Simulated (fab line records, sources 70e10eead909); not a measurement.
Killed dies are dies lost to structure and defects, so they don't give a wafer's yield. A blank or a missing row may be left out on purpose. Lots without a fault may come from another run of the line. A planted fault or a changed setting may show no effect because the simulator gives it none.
Chamber matching | flow nand_harc | NHARC_A_BONDPAD_DEP_00 on pecvd-04: 3 sister chambers
The step deposits SiCN, target thk 250 nm. 3 wafers are shown with their chamber, then 7 later ones without.

WAFERS WITH THEIR CHAMBER
wafer  | chamber | heater_power_w (W)
L090.6 | 0       | 601
L093.2 | 2       | 590
L094.5 | 1       | 606

WAFERS WITHOUT THEIR CHAMBER
wafer  | heater_power_w (W)
L094.6 | 673
L096.4 | 637
L096.5 | 658
L096.6 | 671
L097.1 | 698
L097.4 | 711
L097.6 | 686

WHICH CHAMBER EACH WENT THROUGH
wafer  | from the rows above          | in truth
L094.6 | can't be placed: 1 or 0 or 2 | 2
L096.4 | can't be placed: 1 or 0 or 2 | 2
L096.5 | can't be placed: 1 or 0 or 2 | 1
L096.6 | can't be placed: 1 or 0 or 2 | 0
L097.1 | can't be placed: 1 or 0 or 2 | 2
L097.4 | can't be placed: 1 or 0 or 2 | 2
L097.6 | can't be placed: 1 or 0 or 2 | 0
Placed correctly: 0 of 7. Can't be placed from these rows: 7 (the true chamber is among the candidates in 7). Placed wrongly: 0.
How it was worked out, from the rows above alone: a wafer's distance from a chamber is the root of the sum, over the readings, of the square of ((its reading less the chamber's mean) divided by the reading's scatter). The wafer belongs to the nearest chamber; if the next one is less than 2 further off, it can't be placed. A chamber's mean is the mean of its shown wafers. The scatter: with one shown wafer a chamber, the root of the mean of the squares of how far each hidden wafer lies from its nearest shown one.
